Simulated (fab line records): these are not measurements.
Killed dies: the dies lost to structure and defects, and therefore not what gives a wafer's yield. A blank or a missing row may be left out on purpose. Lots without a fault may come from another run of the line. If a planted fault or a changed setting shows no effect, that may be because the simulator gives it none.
fab line records	flow nandHarc
record: lots: 5	wafers: 15	lastDay: 24
route steps=1159 shown A_CONTACT@929
lots that met no fault: taken from a fault-free run of the same line
startH: the number of hours between the record's first day and the start of the first shown wafer of the lot	waitH: hours from the lot's prior step to this one	" identical to the entry in the row above	L1.1+2: one row covering several wafers at once	- no value present, or no start provided	* or withheld: withheld	< > ~ a bound
route shown NAME@n: NAME is a module with steps in the file, n the number in the route of the first one	usual: the fault-free wafers' mean and standard deviation	same: alike in all rows	chamber/n: place in a boat	sites: each site's reading	_std_site: the standard deviation of these	_edge_site: the outer-site mean with the inner-site mean subtracted	radiusMm: for every site, how far away it sits from the centre of the wafer	mask NAME#n: copy n	behind: tool/chamber where the wafer was last shaped	hold: why the lot was held/for how many hours/how that ended	device: which transistor (n, p or np) failed to switch	end of line: the tests these same wafers got at the end of their route	a step given without rows: its recipe and nothing more	killed: not the wafer's yield, but the dies lost to structure and defects at the first sort	map: a wafer's dies, marking killed ones x, the rest . and places with no die _
set.NAME: the setting as run; set.NAME@STEP: as run at that earlier step	model.NAME: the simulator's own value behind a step, which no gauge read
certain route steps with their lots: each step a table, each wafer a row
services: a tool's chamber out of use, with start hour (startH, from the record's first day; less than 0 if before it), hours out, and reason
== steps ==
step: NHARC_A_CONTACT_COAT_02
recipe: spinRpm: 1500	resistThkNm: 90
step: NHARC_A_CONTACT_SOFTBAKE_03
recipe: tempC: 105	timeS: 55
step: NHARC_A_CONTACT_EBR_04
step: NHARC_A_CONTACT_EXPOSE_05
recipe: na: 1.35	sigmaOuter: 0.8	doseMj: 84.24	maskId: A_CC
step: NHARC_A_CONTACT_PEB_06
recipe: pebTempC: 100	pebTimeS: 65
step: NHARC_A_CONTACT_DEVELOP_07
recipe: developTimeS: 35	devTempC: 23
step: NHARC_A_CONTACT_CD_MEAS_08
recipe: targetCdNm: 100	landingEnergyEv: 500
usual: cdNm: 100.0/0.5
lot.wafer	tool	chamber	startH	waitH	cdNm
L965.2	cdSem-02	0	385.70	-	99.1
L965.4	"	0	"	"	99.3
L965.6	"	0	"	"	100.3
L966.1	cdSem-03	0	400.29	-	100.7
L966.4	"	0	"	"	99.4
L966.6	"	0	"	"	99.9
L973.1	cdSem-02	0	451.54	-	100.3
L973.2	"	0	"	"	100.0
L973.4	"	0	"	"	100.2
L980.1	cdSem-03	0	492.12	-	100.4
L980.3	"	0	"	"	100.4
L980.5	"	0	"	"	100.1
L984.1	cdSem-02	0	520.02	-	100.1
L984.2	"	0	"	"	101.0
L984.6	"	0	"	"	100.3
step: NHARC_A_CONTACT_OVL_MEAS_09
usual: overlayXNm: 0.3/0.74	overlayYNm: 0.0/0.98
lot.wafer	tool	chamber	startH	waitH	overlayXNm	overlayYNm
L965.2	overlay-01	-	385.78	-	0.3	0.7
L965.4	"	-	"	"	0.0	0.7
L965.6	"	-	"	"	0.0	0.9
L966.1	overlay-01	-	400.38	-	-0.4	1.9
L966.4	"	-	"	"	-0.7	1.7
L966.6	"	-	"	"	-1.0	1.3
L973.1	overlay-01	-	451.63	-	-0.8	0.3
L973.2	"	-	"	"	-0.8	0.6
L973.4	"	-	"	"	-1.1	0.2
L980.1	overlay-02	-	492.20	-	1.7	0.4
L980.3	"	-	"	"	1.7	1.0
L980.5	"	-	"	"	1.3	0.5
L984.1	overlay-01	-	520.11	-	0.7	1.2
L984.2	"	-	"	"	0.7	1.3
L984.6	"	-	"	"	0.7	1.6
step: NHARC_A_CONTACT_INSPECT_10
usual: rawDefectCount: 30/14
lot.wafer	tool	chamber	startH	waitH	rawDefectCount
L965.2	defectInspect-02	-	385.82	0.0	31
L965.4	"	-	"	"	28
L965.6	"	-	"	"	21
L966.1	defectInspect-02	-	400.41	0.0	13
L966.4	"	-	"	"	6
L966.6	"	-	"	"	2
L973.1	defectInspect-01	-	451.66	0.0	28
L973.2	"	-	"	"	33
L973.4	"	-	"	"	26
L980.1	defectInspect-01	-	492.24	0.0	7
L980.3	"	-	"	"	13
L980.5	"	-	"	"	7
L984.1	defectInspect-01	-	520.15	0.0	67
L984.2	"	-	"	"	63
L984.6	"	-	"	"	80
step: NHARC_A_CONTACT_DESCUM_13
recipe: timeS: 3	o2FlowSccm: 200	arFlowSccm: 0	biasPowerW: 0	chemistry: O2
usual: drypumpMotorCurrentA: 5.6/0.47	oesProductAu: 0.998/0.0085	rfVppV: 57.8/0.98	showerheadPlenumPTorr: 1.92/0.094	throttleValvePct: 11.313/0.0096
lot.wafer	tool	chamber	startH	waitH	drypumpMotorCurrentA	oesProductAu	rfHoursCounterH	rfVppV	showerheadPlenumPTorr	throttleValvePct
L965.2	rieDiel-03	3	386.02	0.2	5.3	0.998	63	57.0	1.78	11.314
L965.4	"	3	"	"	5.3	0.996	-	57.9	1.78	11.317
L965.6	"	1	"	"	4.7	1.001	-	57.9	1.99	11.314
L966.1	rieDiel-01	0	400.49	0.1	5.7	1.001	16	58.5	2.07	11.300
L966.4	"	3	"	"	6.2	1.016	-	58.0	1.88	11.296
L966.6	"	1	"	"	6.1	0.995	-	57.1	1.81	11.303
L973.2	rieDiel-01	0	451.73	0.1	5.7	0.990	28	59.4	2.07	11.316
L973.1	"	1	"	"	6.0	0.996	26	56.2	1.81	11.313
L973.4	"	2	"	"	5.6	0.999	21	58.5	1.86	11.316
L980.3	rieDiel-03	2	492.37	0.1	5.2	1.007	33	58.3	2.02	11.298
L980.1	"	0	"	"	5.8	0.988	24	56.1	1.94	11.310
L980.5	"	2	"	"	5.1	1.002	-	58.5	2.02	11.308
L984.1	rieDiel-03	1	520.21	0.1	4.7	1.007	50	58.1	1.97	11.330
L984.2	"	3	"	"	5.3	1.002	41	56.9	1.77	11.302
L984.6	"	0	"	"	5.8	0.993	-	57.5	1.93	11.322
step: NHARC_A_CONTACT_ETCH_88
recipe: targetDepthA: 390	overEtchFrac: 0.3	timeS: 65	ionEnergyEv: 80	cf4FlowSccm: 150	arFlowSccm: 0	rfW: 300	biasW: 100	chemistry: CF4
usual: biasW: 100.0/0.32	drypumpMotorCurrentA: 5.6/0.46	oesProductAu: 0.997/0.009	rfVppV: 151.3/1.3	showerheadPlenumPTorr: 1.77/0.081	throttleValvePct: 13.284/0.0086
same: overEtchFrac: 0.3
lot.wafer	tool	chamber	startH	waitH	biasW	drypumpMotorCurrentA	oesProductAu	rfHoursCounterH	rfVppV	showerheadPlenumPTorr	throttleValvePct
L965.2	rieDiel-03	3	386.38	0.3	100.0	5.3	0.982	63	151.0	1.65	13.294
L965.6	"	1	"	"	100.2	4.7	1.007	-	151.3	1.84	13.284
L965.4	"	3	"	"	99.6	5.3	0.990	-	150.4	1.65	13.278
L966.1	rieDiel-01	0	400.66	0.2	100.5	5.7	0.994	16	153.4	1.90	13.273
L966.6	"	0	"	"	100.0	5.7	1.001	-	153.2	1.90	13.296
L966.4	"	3	"	"	99.8	6.2	1.004	-	151.5	1.74	13.284
L973.4	rieDiel-01	2	451.81	0.1	100.2	5.6	0.995	21	150.3	1.73	13.292
L973.2	"	0	"	"	99.5	5.7	0.996	28	152.2	1.90	13.263
L973.1	"	1	"	"	100.1	6.0	1.000	26	150.7	1.68	13.289
L980.1	rieDiel-03	3	492.47	0.1	99.9	5.3	0.990	31	149.7	1.65	13.284
L980.3	"	0	"	"	100.0	5.8	0.994	24	150.5	1.79	13.294
L980.5	"	3	"	"	99.9	5.3	0.995	-	150.4	1.65	13.278
L984.2	rieDiel-03	3	520.31	0.1	99.9	5.3	0.999	41	149.6	1.64	13.269
L984.1	"	0	"	"	99.4	5.7	0.996	34	151.8	1.79	13.294
L984.6	"	3	"	"	100.2	5.3	0.999	-	148.5	1.64	13.291
step: NHARC_A_CONTACT_ETCH_89
recipe: targetDepthA: 2600	overEtchFrac: 0.3	timeS: 475.3	ionEnergyEv: 200	n2FlowSccm: 150	h2FlowSccm: 150	arFlowSccm: 0	rfW: 400	biasW: 150	chemistry: N2/H2
usual: biasW: 150.0/0.46	drypumpMotorCurrentA: 5.6/0.46	oesProductAu: 1.000/0.0093	rfVppV: 430/3	showerheadPlenumPTorr: 2.04/0.11	throttleValvePct: 14.172/0.0084
same: overEtchFrac: 0.3
lot.wafer	tool	chamber	startH	waitH	biasW	drypumpMotorCurrentA	oesProductAu	rfHoursCounterH	rfVppV	showerheadPlenumPTorr	throttleValvePct
L965.2	rieDiel-03	1	-	-	151.0	4.7	1.005	56	432	2.12	14.180
L965.6	"	1	"	"	151.0	4.7	1.019	-	433	2.12	14.171
L965.4	"	2	"	"	149.9	5.2	1.021	-	436	2.17	14.169
L966.1	rieDiel-01	3	-	-	150.2	6.2	1.008	18	431	2.01	14.168
L966.6	"	1	"	"	149.7	6.0	0.997	-	428	1.93	14.176
L966.4	"	3	"	"	150.3	6.2	1.007	-	429	2.01	14.173
L973.4	rieDiel-01	3	-	-	150.6	6.2	0.998	29	429	2.00	14.158
L973.1	"	1	"	"	149.0	6.0	1.001	26	428	1.92	14.170
L973.2	"	2	"	"	149.7	5.6	0.992	21	428	1.99	14.194
L980.1	rieDiel-03	2	-	-	150.4	5.2	0.999	33	435	2.16	14.170
L980.3	"	0	"	"	150.4	5.8	0.996	24	433	2.07	14.190
L980.5	"	3	"	"	150.7	5.3	0.998	-	426	1.88	14.181
L984.1	rieDiel-03	3	-	-	149.0	5.3	0.993	41	427	1.88	14.165
L984.2	"	0	"	"	149.9	5.8	0.996	35	430	2.06	14.181
L984.6	"	0	"	"	150.0	5.8	0.993	-	431	2.06	14.167
step: NHARC_A_CONTACT_ETCH_30
recipe: targetDepthA: 605	timeS: 30.2	cf4FlowSccm: 100	chf3FlowSccm: 30	arFlowSccm: 0	rfW: 500	biasW: 200	chemistry: CF4/CHF3
usual: biasW: 200.0/0.6	drypumpMotorCurrentA: 5.6/0.45	oesProductAu: 0.930/0.017	rfVppV: 370.6/2.8	showerheadPlenumPTorr: 1.57/0.077	throttleValvePct: 16.804/0.0084
lot.wafer	tool	chamber	startH	waitH	biasW	drypumpMotorCurrentA	oesProductAu	rfHoursCounterH	rfVppV	showerheadPlenumPTorr	throttleValvePct
L965.2	rieDiel-03	1	387.41	-	200.6	4.7	0.938	56	372.1	1.63	16.809
L965.6	"	3	"	"	199.6	5.3	0.917	-	366.3	1.47	16.789
L965.4	"	1	"	"	200.2	4.7	0.935	-	372.9	1.63	16.804
L966.1	rieDiel-01	1	401.24	-	200.5	6.0	0.908	15	367.1	1.49	16.791
L966.6	"	3	"	"	201.2	6.2	0.924	-	369.6	1.55	16.805
L966.4	"	0	"	"	199.8	5.7	0.928	-	375.2	1.70	16.794
L973.1	rieDiel-01	0	452.27	-	199.0	5.7	0.796	28	375.0	1.69	16.796
L973.4	"	1	"	"	199.9	6.0	0.913	26	368.0	1.49	16.807
L973.2	"	2	"	"	199.6	5.6	0.914	21	368.0	1.54	16.807
L980.1	rieDiel-03	3	492.91	-	200.1	5.3	0.927	31	366.0	1.46	16.811
L980.3	"	1	"	"	201.6	4.7	0.939	40	373.5	1.62	16.801
L980.5	"	3	"	"	199.8	5.3	0.928	-	366.2	1.46	16.807
L984.2	rieDiel-03	3	520.83	-	200.1	5.3	0.947	41	365.1	1.46	16.815
L984.1	"	1	"	"	200.8	4.7	0.961	50	372.6	1.62	16.806
L984.6	"	1	"	"	200.1	4.8	0.962	-	372.4	1.62	16.789
step: NHARC_A_CONTACT_ETCH_31
recipe: targetDepthA: 20000	overEtchFrac: 0.3	timeS: 520	ionEnergyEv: 150	o2FlowSccm: 400	cosFlowSccm: 20	arFlowSccm: 0	rfW: 500	biasW: 300	chemistry: O2/COS
usual: biasW: 299.9/0.85	drypumpMotorCurrentA: 5.6/0.45	oesProductAu: 0.999/0.0083	rfVppV: 314.2/2.2	showerheadPlenumPTorr: 3.13/0.15	throttleValvePct: 28.331/0.0099
same: overEtchFrac: 0.3
lot.wafer	tool	chamber	startH	waitH	biasW	drypumpMotorCurrentA	oesProductAu	rfHoursCounterH	rfVppV	showerheadPlenumPTorr	throttleValvePct
L965.2	rieDiel-03	1	-	-	299.4	4.7	1.008	56	316.9	3.24	28.324
L965.4	"	2	"	"	299.7	5.2	1.017	-	315.5	3.31	28.319
L965.6	"	1	"	"	299.6	4.7	0.999	-	315.0	3.24	28.341
L966.1	rieDiel-01	1	-	-	299.6	6.1	0.980	15	311.3	2.96	28.317
L966.4	"	3	"	"	301.6	6.2	1.005	-	314.2	3.08	28.320
L966.6	"	0	"	"	299.3	5.7	1.008	-	319.3	3.36	28.335
L973.2	rieDiel-01	3	-	-	299.2	6.2	1.001	29	314.9	3.07	28.325
L973.1	"	1	"	"	299.8	6.1	1.017	26	312.5	2.96	28.334
L973.4	"	2	"	"	299.5	5.6	0.990	21	313.3	3.05	28.323
L980.1	rieDiel-03	2	-	-	299.7	5.2	0.995	34	314.6	3.29	28.328
L980.3	"	3	"	"	299.2	5.3	0.997	31	310.9	2.90	28.338
L980.5	"	2	"	"	299.9	5.2	0.990	-	317.2	3.29	28.328
L984.1	rieDiel-03	3	-	-	300.0	5.3	1.000	41	310.7	2.90	28.320
L984.2	"	0	"	"	300.8	5.8	0.986	35	315.3	3.15	28.340
L984.6	"	3	"	"	299.0	5.3	1.004	-	310.2	2.90	28.336
== services ==
tool	chamber	startH	hours	kind
rieDiel-03	0	371.51	-	clean
rieDiel-03	1	371.51	-	clean
rieDiel-03	2	371.51	-	clean
rieDiel-03	3	371.51	-	clean
rieDiel-01	2	381.19	32.8	repair
rieDiel-01	1	383.76	2.5	repair
rieDiel-03	-	392.34	9.0	pm
rieDiel-03	0	392.34	39.9	ventCycle
rieDiel-03	1	392.34	9.0	ventCycle
rieDiel-03	2	392.34	9.0	ventCycle
rieDiel-03	3	392.34	20.9	ventCycle
rieDiel-03	1	401.34	-	clean
rieDiel-03	1	401.34	-	consumableReplace:focusRing
rieDiel-03	2	401.34	-	clean
rieDiel-03	2	408.24	2.8	repair
rieDiel-01	0	424.13	5.2	repair
rieDiel-03	1	425.84	-	clean
rieDiel-03	2	425.84	-	clean
rieDiel-03	3	425.84	-	clean
rieDiel-03	0	450.34	-	clean
rieDiel-01	-	465.79	1.9	repair
rieDiel-01	-	491.84	9.0	pm
rieDiel-03	2	513.89	7.6	repair
rieDiel-01	-	515.86	0.1	repair
== key ==
firstSign: step: NHARC_A_CONTACT_ETCH_30	reading: oesProductAu	direction: down	sigmas: 7.9	usual: 0.930	struck: 0.796
effect none on later readings
metAt NHARC_A_CONTACT_ETCH_30
struckWafers L973.1
sortLeftOut L973.1
testerLeftOut L973
onsetBetween 401.24 452.27
fault: kind: processParameterDrift	tool: rieDiel-01	chamber: 0	onsetH: 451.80	steps: NHARC_A_CONTACT_ETCH_30	channel: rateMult	offset: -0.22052	shape: step	endH: 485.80
testerLeftOut: of these lots the tester's yield and bins aren't shown, on N5 and GAA mostly nor the transistor test; their killed dies are dies lost to structure and defects alone, not to doping, threshold or leakage, so they don't give the yield
sortLeftOut: the simulated sort isn't trusted on such a fault, so these wafers' sort isn't shown, and their yield isn't known
